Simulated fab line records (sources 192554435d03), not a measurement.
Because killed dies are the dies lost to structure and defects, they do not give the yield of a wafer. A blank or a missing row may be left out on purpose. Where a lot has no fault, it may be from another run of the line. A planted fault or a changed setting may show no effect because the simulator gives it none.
What tool caused it? -- flow n5-finfet -- at 1 step of a route of 1938, 9 lots with 27 wafers sampled

WHAT EACH GAUGE READ, for each wafer
N5_BEOL_M9_CD_MEAS_18: pitch 140 nm, target cd 70 nm. Usual: cd-nm reads 69.9 nm (standard deviation 0.75).
lot,measured,on,cd-nm (nm),flag
L161,day 9 22:35,cd-sem-01,70.0 70.7 70.7,
L162,day 10 09:17,cd-sem-03,71.0 69.9 71.3,
L165,day 10 18:14,cd-sem-01,69.2 70.0 70.1,
L166,day 11 03:10,cd-sem-01,70.4 70.3 70.5,
L178,day 13 11:28,cd-sem-02,69.5 70.0 69.6,
L177,day 13 15:44,cd-sem-02,69.4 69.8 68.2,
L179,day 14 18:09,cd-sem-03,69.2 68.7 69.3,
L180,day 14 21:47,cd-sem-01,70.8 69.5 69.5,
L183,day 15 15:36,cd-sem-02,69.3 69.8 69.6,

EACH LOT AND THE TOOL THAT RAN IT (in order: tool; ch and the chambers of the sampled wafers; start)
Record: no process step prior to these readings.

WHAT THE TOOLS THEMSELVES READ (means of the sampled wafers that have a number; where no wafer has one, the mark that the record gives instead)
The record holds no such reading with a usual standard deviation.

THE ANSWER, worked out from the rows above alone
Rule: a lot counts as off when the mean over its wafers that have a number is more than 3 standard deviations away from the usual mean. Also off: a lot with no number at a reading for which 4 or more lots have one. All remaining lots with rows at the step are treated as sound. After the gauges, taken in route order, come the tools' own readings; for these a lot's mean is taken, as printed above. The first step at which some lot is off is used, and at that step the reading that is off furthest; a lot without a number counts as furthest.
Nothing can be told from this: no lot is off at any reading shown.

WHAT THE SIMULATOR PUT IN
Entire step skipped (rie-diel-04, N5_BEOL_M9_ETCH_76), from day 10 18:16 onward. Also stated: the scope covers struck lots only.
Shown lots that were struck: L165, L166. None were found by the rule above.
